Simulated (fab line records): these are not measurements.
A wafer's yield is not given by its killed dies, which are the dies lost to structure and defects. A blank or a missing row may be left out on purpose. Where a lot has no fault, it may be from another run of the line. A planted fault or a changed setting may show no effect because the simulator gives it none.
fab line records    flow n5_finfet    part 1 of 2: steps 1 to 25 of 32
[record] lots = 5  wafers = 15  last_day = 18
route steps=1938 shown MOL_CONTACT_COAG@552
lots that met no fault: from a run of the same line without faults
start_h: the number of hours between the record's first day and the start of the first shown wafer of the lot    wait_h: how many hours have passed since the lot's step before this one    " repeats the value in the row above    L1.1+2: a single row standing in for several wafers    - value missing, or start not given    * or withheld: withheld    < > ~ a bound
route shown NAME@n: NAME is a module with steps in the file, n the number in the route of the first one    usual: mean/standard deviation taken from wafers without a fault    same: alike in all rows    chamber/n: place in a boat    sites: readings site by site    _std_site: the values' standard deviation    _edge_site: the outer-site mean with the inner-site mean subtracted    radius_mm: how far each site lies from the wafer's centre    mask NAME#n: copy n    behind: the tool/chamber that last shaped the wafer    hold: the reason the lot was held/the length of the hold in hours/how it ended    device: whichever transistor did not switch (one of n, p or np)    end of line: tests run on the same wafers once the route is complete    a step without rows: its recipe alone    killed: dies lost to structure and defects at the first sort, not the wafer's yield    map: a wafer's dies, x killed, . not, _ none there
set.NAME: the run value of the setting; set.NAME@STEP: its run value at that earlier step    model.NAME: the simulator's own value behind a step, which no gauge read
certain route steps with their lots: each step a table, each wafer a row
services: when a tool's chamber went out of use (start_h, in hours from the record's first day, below 0 if earlier), for how many hours, and the reason
[[steps]]
[step N5_MOL_CONTACT_COAG_PRECLEAN_125]
[recipe] chemistry = DIW  time_s = 57.5  temp_c = 23
lot.wafer   tool          chamber  start_h  wait_h
L074.2+3+4  wet_bench-04  7,2,6    99.85    0.1
L078.1+2+3  wet_bench-04  3,1,0    122.60   0.1
L081.1+4+6  wet_bench-06  2,0,1    133.04   0.1
L088.2+4+6  wet_bench-02  4,5,1    180.89   0.1
L094.1+4+6  wet_bench-02  3,7,2    219.01   0.1
[step N5_MOL_CONTACT_COAG_SRD_126]
[recipe] dry_time_s = 32  dry = n2_spin  spin_rpm = 1500
lot.wafer   tool          chamber  start_h  wait_h
L074.2+3+4  wet_bench-04  7,2,6    99.86    0.0
L078.1+2+3  wet_bench-04  3,1,0    122.62   0.0
L081.1+4+6  wet_bench-06  2,0,1    133.06   0.0
L088.2+4+6  wet_bench-02  4,5,1    180.91   0.0
L094.1+4+6  wet_bench-02  3,7,2    219.03   0.0
[step N5_MOL_CONTACT_COAG_CMP_23]
[recipe] stop_on = SiO2  t_overpolish_s = 1.5  post_cmp_clean = cu_alkaline  down_force_psi = 2  platen_rpm = 50.289  pad_velocity_m_s = 1.0006  target_thk_nm = 0
[usual] motor_current_A = 8.2/0.66  overpolish_run_s = 1.499/0.0094  time_to_endpoint_s = 8.1/3
lot.wafer  tool    chamber  start_h  wait_h  motor_current_A  overpolish_run_s  time_to_endpoint_s
L074.4     cmp-04  1        99.90    0.0     9.3              1.502             7.1
L074.2     "       3        "        "       7.8              1.502             1.5
L074.3     "       0        "        "       8.6              1.518             5.6
L078.1     cmp-01  1        122.65   0.0     7.1              1.497             6.1
L078.3     "       3        "        "       7.5              1.499             5.6
L078.2     "       0        "        "       9.2              1.504             7.5
L081.1     cmp-03  0        133.17   0.1     7.9              1.497             3.6
L081.4     "       2        "        "       7.9              1.496             7.3
L081.6     "       0        "        "       7.6              1.510             5.4
L088.2     cmp-04  2        180.94   0.0     8.0              1.495             6.0
L088.4     "       1        "        "       9.0              1.485             10.6
L088.6     "       2        "        "       7.5              1.490             6.6
L094.4     cmp-03  3        219.29   0.2     7.5              1.503             10.5
L094.1     "       0        "        "       8.1              1.501             0.0
L094.6     "       1        "        "       9.5              1.513             6.5
[step N5_MOL_CONTACT_COAG_WET_ETCH_26]
[recipe] target = Co  target_depth_nm = 13
lot.wafer   tool          chamber  start_h  wait_h
L074.2+3+4  wet_bench-06  0,3,7    100.25   0.0
L078.1+2+3  wet_bench-02  4,6,3    123.00   0.0
L081.1+4+6  wet_bench-06  2,1,5    133.52   0.0
L088.2+4+6  wet_bench-04  5,0,1    181.29   0.0
L094.1+4+6  wet_bench-02  4,5,6    219.56   0.0
[step N5_MOL_CONTACT_COAG_WET_ETCH_116]
[recipe] chemistry = SC1-inhibited  target_depth_nm = 4.6  dry = ipa_marangoni  rinse_time_s = 30  rinse_temp_c = 23
lot.wafer   tool          chamber  start_h  wait_h
L074.2+3+4  wet_bench-06  0,3,7    100.40   0.0
L078.1+2+3  wet_bench-02  4,6,3    123.15   0.0
L081.1+4+6  wet_bench-06  2,1,5    133.67   0.0
L088.2+4+6  wet_bench-04  5,0,1    181.44   0.0
L094.1+4+6  wet_bench-02  4,5,6    219.71   0.0
[step N5_MOL_CONTACT_COAG_ALD_27]
[recipe] material = SiOC  target_thk_a = 170  temp_c = 400  ald_precursor_family = carbosiloxane  ald_co_reactant = H2-plasma  pulse_time_s = 1.5  time_s = 2720  purge_time_s = 2  co_reactant_purge_time_s = 2  ald_cycles = 340  pressure_torr = 2
[usual] heater_power_w = 849/70  precursor_pulse_height_rel = 0.998/0.022
lot.wafer  tool        chamber  start_h  wait_h  heater_power_w  precursor_pulse_height_rel  since_wet_clean_h
L074.2     ald_sin-01  2        101.09   0.4     896             1.023                       291
L074.3     "           0        "        "       816             0.971                       291
L074.4     "           1        "        "       829             1.004                       291
L078.1     ald_sin-02  3        123.47   0.0     934             1.000                       24
L078.2     "           0        "        "       793             0.981                       24
L078.3     "           1        "        "       844             0.982                       24
L081.1     ald_sin-02  0        133.99   0.0     768             0.996                       35
L081.4     "           3        "        "       932             1.023                       35
L081.6     "           1        "        "       821             1.031                       -
L088.2     ald_sin-02  3        181.76   0.0     922             0.984                       83
L088.4     "           1        "        "       834             1.014                       83
L088.6     "           0        "        "       795             0.984                       -
L094.1     ald_sin-02  1        220.34   0.3     829             1.006                       121
L094.4     "           2        "        "       852             1.049                       -
L094.6     "           1        "        "       836             0.998                       -
[step N5_MOL_CONTACT_COAG_CMP_28]
[recipe] stop_on = SiNx  t_overpolish_s = 0.85  post_cmp_clean = alkaline_brush  down_force_psi = 4.15  platen_rpm = 51.8  pad_velocity_m_s = 1.0307  target_thk_nm = 14.522
[usual] motor_current_A = 12.5/0.97  time_to_endpoint_s = 3.3/2.3
lot.wafer  tool    chamber  start_h  wait_h  motor_current_A  time_to_endpoint_s
L074.2     cmp-04  0        102.70   0.8     13.1             0.0
L074.4     "       1        "        "       13.3             5.7
L074.3     "       2        "        "       12.6             1.9
L078.3     cmp-04  1        125.04   0.8     14.6             5.3
L078.1     "       2        "        "       11.3             2.3
L078.2     "       3        "        "       11.9             1.3
L081.1     cmp-04  2        135.60   0.8     12.2             4.1
L081.4     "       3        "        "       11.3             0.9
L081.6     "       2        "        "       11.5             3.3
L088.2     cmp-03  3        183.45   0.9     11.2             6.3
L088.4     "       0        "        "       12.4             0.0
L088.6     "       0        "        "       12.1             0.0
L094.4     cmp-03  0        222.73   0.8     11.4             1.8
L094.1     "       1        "        "       14.8             6.2
L094.6     "       0        "        "       11.7             0.6
[step N5_MOL_CONTACT_COAG_THK_MEAS_29]
[recipe] reads = SiNx_of_GATE_CUT_PECVD_57+SiNx_of_GATE_CUT_SAC_CAP_01
[usual] MD_CAP_THK = 17.98/0.15
lot.wafer  tool           chamber  start_h  wait_h  MD_CAP_THK[nm]
L074.2     film_metro-01  -        102.96   -       18.02
L074.3     "              -        "        "       18.14
L074.4     "              -        "        "       17.82
L078.1     film_metro-01  -        125.33   -       17.88
L078.2     "              -        "        "       18.15
L078.3     "              -        "        "       17.82
L081.1     film_metro-02  -        135.85   -       17.81
L081.4     "              -        "        "       17.84
L081.6     "              -        "        "       17.79
L088.2     film_metro-02  -        183.75   -       18.08
L088.4     "              -        "        "       17.86
L088.6     "              -        "        "       17.86
L094.1     film_metro-01  -        222.99   -       17.98
L094.4     "              -        "        "       17.97
L094.6     "              -        "        "       17.91
[step N5_MOL_CONTACT_COAG_ALD_123]
[recipe] material = SiNx  target_thk_a = 50  temp_c = 400  ald_precursor_family = SiH2I2  ald_co_reactant = N2/H2-plasma  pulse_time_s = 1  purge_time_s = 2  co_reactant_purge_time_s = 2  ald_cycles = 100  pressure_torr = 2
[usual] heater_power_w = 848/75  precursor_pulse_height_rel = 1.002/0.019
lot.wafer  tool        chamber  start_h  wait_h  heater_power_w  precursor_pulse_height_rel  since_wet_clean_h
L074.2     ald_sin-01  3        102.99   0.0     836             0.979                       292
L074.3     "           2        "        "       863             0.960                       292
L074.4     "           1        "        "       839             1.015                       292
L078.1     ald_sin-03  0        125.37   0.0     992             0.981                       117
L078.2     "           2        "        "       959             1.000                       117
L078.3     "           3        "        "       720             0.970                       117
L081.1     ald_sin-02  3        135.89   0.0     927             1.025                       37
L081.4     "           1        "        "       831             1.014                       37
L081.6     "           3        "        "       934             0.982                       -
L088.2     ald_sin-02  0        184.02   0.3     814             1.005                       85
L088.4     "           2        "        "       850             0.987                       85
L088.6     "           1        "        "       849             1.016                       -
L094.1     ald_sin-01  3        223.03   0.0     819             0.976                       32
L094.4     "           2        "        "       848             1.014                       32
L094.6     "           3        "        "       803             0.982                       -
[step N5_MOL_CONTACT_COAG_PECVD_31]
[recipe] material = SiO2  target_thk_a = 460  temp_c = 400  precursor = TEOS/O2  pressure_torr = 6.5  rf_w = withheld  teos_flow_sccm = withheld  gas = O2  flow_sccm = 2650  time_s = 8.9
lot.wafer  tool      chamber  start_h  wait_h  since_wet_clean_h
L074.2     pecvd-04  1        103.50   0.3     1532
L074.3     "         1        "        "       -
L074.4     "         0        "        "       -
L078.1     pecvd-03  0        125.87   0.3     648
L078.2     "         1        "        "       1373
L078.3     "         2        "        "       2098
L081.1     pecvd-04  2        136.39   0.3     86
L081.4     "         1        "        "       -
L081.6     "         2        "        "       -
L088.2     pecvd-04  1        184.53   0.3     1613
L088.4     "         2        "        "       -
L088.6     "         1        "        "       -
L094.1     pecvd-01  1        223.53   0.3     1834
L094.4     "         2        "        "       -
L094.6     "         0        "        "       -
[step N5_MOL_CONTACT_COAG_COAT_75]
[recipe] resist = SOC  temp_c = 250  time_s = 60  spin_rpm = 1500  resist_thk_nm = 60
lot.wafer   tool            chamber  start_h  wait_h
L074.2+3+4  litho_track-03  0        103.57   0.1
L078.1+2+3  litho_track-04  0        125.93   0.0
L081.1+4+6  litho_track-04  0        136.45   0.0
L088.2+4+6  litho_track-01  0        184.58   0.0
L094.1+4+6  litho_track-03  0        223.59   0.0
[step N5_MOL_CONTACT_COAG_COAT_76]
[recipe] resist = SiARC  temp_c = 220  time_s = 60  spin_rpm = 1500  resist_thk_nm = 10
lot.wafer   tool            chamber  start_h  wait_h
L074.2+3+4  litho_track-03  0        -        -
L078.1+2+3  litho_track-04  0        -        -
L081.1+4+6  litho_track-04  0        -        -
L088.2+4+6  litho_track-01  0        -        -
L094.1+4+6  litho_track-03  0        -        -
[step N5_MOL_CONTACT_COAG_COAT_77]
[recipe] resist = underlayer  temp_c = 205  time_s = 60  spin_rpm = 1500  resist_thk_nm = 10
lot.wafer   tool            chamber  start_h  wait_h
L074.2+3+4  litho_track-03  0        -        -
L078.1+2+3  litho_track-04  0        -        -
L081.1+4+6  litho_track-04  0        -        -
L088.2+4+6  litho_track-01  0        -        -
L094.1+4+6  litho_track-03  0        -        -
[step N5_MOL_CONTACT_COAG_COAT_78]
[recipe] resist = CAR-EUV  spin_rpm = 1500  resist_thk_nm = 40
lot.wafer   tool            chamber  start_h  wait_h
L074.2+3+4  litho_track-03  0        -        -
L078.1+2+3  litho_track-04  0        -        -
L081.1+4+6  litho_track-04  0        -        -
L088.2+4+6  litho_track-01  0        -        -
L094.1+4+6  litho_track-03  0        -        -
[step N5_MOL_CONTACT_COAG_EBR_80]
[recipe] solvent = PGMEA  ebr_width_mm = 1.5
lot.wafer   tool            chamber  start_h  wait_h
L074.2+3+4  litho_track-03  0        -        -
L078.1+2+3  litho_track-04  0        -        -
L081.1+4+6  litho_track-04  0        -        -
L088.2+4+6  litho_track-01  0        -        -
L094.1+4+6  litho_track-03  0        -        -
[step N5_MOL_CONTACT_COAG_SOFTBAKE_79]
[recipe] temp_c = 110  time_s = 60  resist = CAR-EUV
lot.wafer   tool            chamber  start_h  wait_h
L074.2+3+4  litho_track-03  0        -        -
L078.1+2+3  litho_track-04  0        -        -
L081.1+4+6  litho_track-04  0        -        -
L088.2+4+6  litho_track-01  0        -        -
L094.1+4+6  litho_track-03  0        -        -
[step N5_MOL_CONTACT_COAG_EXPOSE_81]
[recipe] mask_id = VG  na = 0.33  source_shape = annular  sigma_inner = 0.3  sigma_outer = 0.7  polarization = unpolarized  defocus_nm = 0  dose_mj = 59.5
[same] na = 0.33
lot.wafer   tool            chamber  start_h  wait_h  mask
L074.2+3+4  euv_scanner-01  0        103.89   -       VG#0
L078.1+2+3  euv_scanner-01  0        126.06   -       VG#0
L081.1+4+6  euv_scanner-02  0        136.59   -       VG#0
L088.2+4+6  euv_scanner-02  0        184.73   -       VG#0
L094.1+4+6  euv_scanner-02  0        223.72   -       VG#0
[step N5_MOL_CONTACT_COAG_PEB_82]
[recipe] peb_temp_c = 100  peb_time_s = 60  resist = CAR-EUV
lot.wafer   tool            chamber  start_h  wait_h
L074.2+3+4  litho_track-04  0        103.95   0.1
L078.1+2+3  litho_track-03  0        126.14   0.1
L081.1+4+6  litho_track-03  0        136.66   0.1
L088.2+4+6  litho_track-01  0        184.80   0.1
L094.1+4+6  litho_track-01  0        223.80   0.1
[step N5_MOL_CONTACT_COAG_DEVELOP_83]
[recipe] develop_time_s = 30  developer = TMAH  resist = CAR-EUV  rinse_liquid = surfactant_rinse  dry = air_spin  dev_temp_c = 23
[same] develop_time_s = 30
lot.wafer   tool            chamber  start_h  wait_h
L074.2+3+4  litho_track-04  0        -        -
L078.1+2+3  litho_track-03  0        -        -
L081.1+4+6  litho_track-03  0        -        -
L088.2+4+6  litho_track-01  0        -        -
L094.1+4+6  litho_track-01  0        -        -
[step N5_MOL_CONTACT_COAG_CD_MEAS_84]
[recipe] target_cd_nm = 25.1  landing_energy_ev = 500  detector = se_inlens  polarity = opening
[usual] cd_nm = 25.14/0.26
[same] landing_energy_ev = 500
lot.wafer  tool       chamber  start_h  wait_h  cd_nm
L074.2     cd_sem-02  0        104.02   -       24.65
L074.3     "          0        "        "       24.80
L074.4     "          0        "        "       25.30
L078.1     cd_sem-01  0        126.21   -       25.21
L078.2     "          0        "        "       25.25
L078.3     "          0        "        "       25.07
L081.1     cd_sem-02  0        136.73   -       25.16
L081.4     "          0        "        "       25.14
L081.6     "          0        "        "       24.97
L088.2     cd_sem-01  0        184.87   -       25.44
L088.4     "          0        "        "       25.49
L088.6     "          0        "        "       25.03
L094.1     cd_sem-01  0        223.87   -       25.34
L094.4     "          0        "        "       25.33
L094.6     "          0        "        "       25.40
[step N5_MOL_CONTACT_COAG_OVL_MEAS_85]
[recipe] points_per_wafer = 522
[usual] VG_OVL = 0.1/0.73
lot.wafer  tool        chamber  start_h  wait_h  VG_OVL[nm]
L074.2     overlay-01  0        104.06   0.0     -0.3
L074.3     "           0        "        "       0.9
L074.4     "           0        "        "       0.0
L078.1     overlay-01  0        126.24   0.0     -1.6
L078.2     "           0        "        "       -1.0
L078.3     "           0        "        "       -1.3
L081.1     overlay-01  0        136.76   0.0     0.0
L081.4     "           0        "        "       -0.6
L081.6     "           0        "        "       0.4
L088.2     overlay-02  0        184.90   0.0     -0.1
L088.4     "           0        "        "       0.0
L088.6     "           0        "        "       0.0
L094.1     overlay-02  0        223.90   0.0     0.7
L094.4     "           0        "        "       -0.6
L094.6     "           0        "        "       0.6
[step N5_MOL_CONTACT_COAG_INSPECT_57]
[recipe] mode = adi  inspect_instrument = brightfield
[usual] raw_defect_count = 205/48
lot.wafer  tool               chamber  start_h  wait_h  raw_defect_count
L074.2     defect_inspect-02  -        104.11   0.0     159
L074.3     "                  -        "        "       239
L074.4     "                  -        "        "       179
L078.1     defect_inspect-02  -        126.30   0.1     145
L078.2     "                  -        "        "       159
L078.3     "                  -        "        "       140
L081.1     defect_inspect-02  -        136.82   0.1     133
L081.4     "                  -        "        "       228
L081.6     "                  -        "        "       131
L088.2     defect_inspect-01  -        184.95   0.0     146
L088.4     "                  -        "        "       157
L088.6     "                  -        "        "       261
L094.1     defect_inspect-01  -        223.96   0.1     229
L094.4     "                  -        "        "       174
L094.6     "                  -        "        "       177
[step N5_MOL_CONTACT_COAG_DESCUM_88]
[recipe] chemistry = O2  time_s = 7  source_power_w = 50  bias_power_w = 20  pressure_mtorr = 20  rf_frequency_hz = 2.712e+07  temp_c = 40  resist = CAR-EUV  o2_flow_sccm = 225
[usual] chamber_pressure_mTorr = 20.001/0.018  drypump_motor_current_A = 5.6/0.55  oes_product_au = 0.78/0.087  rf_vpp_V = 243.4/1.2  showerhead_plenum_p_Torr = 2.12/0.058  throttle_valve_pct = 20.4/0.35
lot.wafer  tool         chamber  start_h  wait_h  chamber_pressure_mTorr  drypump_motor_current_A  oes_product_au  rf_hours_counter_h  rf_vpp_V  showerhead_plenum_p_Torr  throttle_valve_pct
L074.2     rie_diel-05  3        104.14   0.0     20.008                  5.6                      0.71            211                 244.7     2.17                      20.6
L074.3     "            2        "        "       20.009                  5.9                      0.89            31                  243.4     2.05                      20.2
L074.4     "            0        "        "       19.962                  6.3                      0.82            93                  241.8     1.99                      20.0
L078.1     rie_diel-05  1        126.33   0.0     20.006                  4.9                      0.72            165                 242.9     2.09                      20.2
L078.2     "            0        "        "       20.025                  6.3                      0.82            99                  241.6     1.99                      20.0
L078.3     "            2        "        "       19.991                  5.9                      0.87            37                  242.0     2.05                      20.2
L081.1     rie_diel-05  2        136.85   0.0     20.001                  5.9                      0.87            42                  242.4     2.05                      20.2
L081.4     "            3        "        "       19.965                  5.6                      0.70            221                 243.3     2.17                      20.6
L081.6     "            1        "        "       20.017                  4.9                      0.72            -                   243.5     2.09                      20.2
L088.2     rie_diel-06  1        184.99   0.0     20.034                  6.5                      0.83            78                  244.2     2.12                      20.0
L088.4     "            3        "        "       20.016                  4.8                      0.90            -                   241.3     2.05                      19.9
L088.6     "            1        "        "       20.024                  6.5                      0.84            -                   244.4     2.12                      20.0
L094.1     rie_diel-06  3        223.99   0.0     20.005                  4.8                      0.87            47                  241.7     2.05                      20.0
L094.4     "            2        "        "       19.995                  5.4                      0.95            16                  243.8     2.15                      20.5
L094.6     "            1        "        "       19.988                  6.5                      0.83            -                   242.8     2.12                      20.0
[step N5_MOL_CONTACT_COAG_ETCH_89]
[recipe] chemistry = N2/H2  target = underlayer  target_depth_a = 130  mask_material = CAR-EUV  time_s = 10.4  ion_energy_ev = 200  pressure_mtorr = 30  source_w = 840  bias_w = 150  n2_flow_sccm = 200  h2_flow_sccm = 200  ends = cleared
[usual] chamber_pressure_mTorr = 30.00/0.031  drypump_motor_current_A = 5.6/0.55  etch_rf_on_time_s = 10.6/0.34  oes_product_au = 0.66/0.068  rf_vpp_V = 524.5/2  showerhead_plenum_p_Torr = 2.57/0.068  throttle_valve_pct = 17.8/0.33
lot.wafer  tool         chamber  start_h  wait_h  chamber_pressure_mTorr  drypump_motor_current_A  etch_rf_on_time_s  oes_product_au  rf_hours_counter_h  rf_vpp_V  showerhead_plenum_p_Torr  throttle_valve_pct
L074.2     rie_diel-05  3        104.18   0.0     29.96                   5.6                      10.4               0.61            211                 527.1     2.61                      17.8
L074.3     "            2        "        "       30.03                   5.9                      10.9               0.74            31                  521.1     2.48                      17.4
L074.4     "            0        "        "       30.01                   6.3                      10.5               0.69            93                  521.7     2.43                      17.5
L078.1     rie_diel-05  1        126.37   0.0     30.01                   4.9                      11.4               0.59            165                 524.2     2.54                      17.6
L078.2     "            0        "        "       30.08                   6.3                      10.5               0.69            99                  521.2     2.43                      17.5
L078.3     "            2        "        "       30.00                   5.9                      10.9               0.73            37                  522.5     2.48                      17.5
L081.1     rie_diel-05  2        136.89   0.0     29.99                   5.9                      10.8               0.74            42                  521.4     2.48                      17.5
L081.4     "            3        "        "       29.95                   5.6                      10.3               0.62            221                 525.5     2.61                      17.8
L081.6     "            1        "        "       30.04                   5.0                      11.3               0.59            -                   521.8     2.54                      17.7
L088.2     rie_diel-06  1        185.02   0.0     30.00                   6.5                      10.4               0.70            78                  524.2     2.59                      17.6
L088.4     "            3        "        "       30.03                   4.8                      10.9               0.74            -                   523.2     2.49                      17.4
L088.6     "            1        "        "       30.03                   6.4                      10.4               0.70            -                   524.5     2.59                      17.6
L094.1     rie_diel-06  3        224.03   0.0     29.95                   4.8                      10.7               0.74            47                  520.4     2.48                      17.4
L094.4     "            2        "        "       29.97                   5.4                      9.9                0.80            16                  525.8     2.59                      17.6
L094.6     "            1        "        "       29.98                   6.4                      10.2               0.70            -                   526.0     2.59                      17.6
[step N5_MOL_CONTACT_COAG_ETCH_90]
[recipe] chemistry = CF4  target = SiARC  target_depth_a = 130  mask_material = CAR-EUV  time_s = 21.7  ion_energy_ev = 80  pressure_mtorr = 40  source_w = 545  bias_w = 36  Ar_flow_sccm = 100  cf4_flow_sccm = 100  ends = cleared
[usual] cf4_flow_sccm = 100.0/0.34  chamber_pressure_mTorr = 40.00/0.037  drypump_motor_current_A = 5.6/0.55  etch_rf_on_time_s = 21.9/0.67  oes_product_au = 0.66/0.069  rf_vpp_V = 184.2/0.98  showerhead_plenum_p_Torr = 2.16/0.046  throttle_valve_pct = 15.6/0.33
lot.wafer  tool         chamber  start_h  wait_h  cf4_flow_sccm  chamber_pressure_mTorr  drypump_motor_current_A  etch_rf_on_time_s  oes_product_au  rf_hours_counter_h  rf_vpp_V  showerhead_plenum_p_Torr  throttle_valve_pct
L074.2     rie_diel-05  3        104.20   0.0     99.5           40.07                   5.6                      21.5               0.61            211                 184.6     2.21                      15.7
L074.3     "            2        "        "       100.3          40.06                   5.9                      22.2               0.75            31                  183.2     2.11                      15.4
L074.4     "            0        "        "       99.6           40.00                   6.3                      21.7               0.69            93                  184.1     2.08                      15.5
L078.1     rie_diel-05  1        126.39   0.0     100.0          39.97                   4.9                      23.7               0.59            165                 184.6     2.15                      15.5
L078.2     "            0        "        "       99.6           40.05                   6.3                      21.6               0.69            99                  182.7     2.08                      15.5
L078.3     "            2        "        "       100.1          39.95                   5.9                      22.2               0.74            37                  183.3     2.10                      15.4
L081.1     rie_diel-05  2        136.91   0.0     99.4           39.97                   5.9                      22.1               0.74            42                  184.0     2.10                      15.4
L081.4     "            3        "        "       99.9           39.96                   5.6                      21.5               0.60            221                 184.7     2.20                      15.7
L081.6     "            1        "        "       99.9           39.98                   4.9                      23.6               0.59            -                   183.7     2.15                      15.5
L088.2     rie_diel-06  1        185.04   0.0     99.6           39.99                   6.5                      21.2               0.71            78                  184.2     2.15                      15.0
L088.4     "            3        "        "       100.2          39.98                   4.8                      22.4               0.74            -                   181.7     2.10                      15.1
L088.6     "            1        "        "       99.6           40.03                   6.4                      21.4               0.70            -                   185.7     2.15                      15.0
L094.1     rie_diel-06  3        224.05   0.0     99.4           39.97                   4.8                      22.7               0.73            47                  184.0     2.09                      15.1
L094.4     "            2        "        "       99.9           40.01                   5.4                      21.0               0.80            16                  184.0     2.16                      15.4
L094.6     "            1        "        "       99.8           40.01                   6.5                      21.5               0.70            -                   185.0     2.14                      15.1
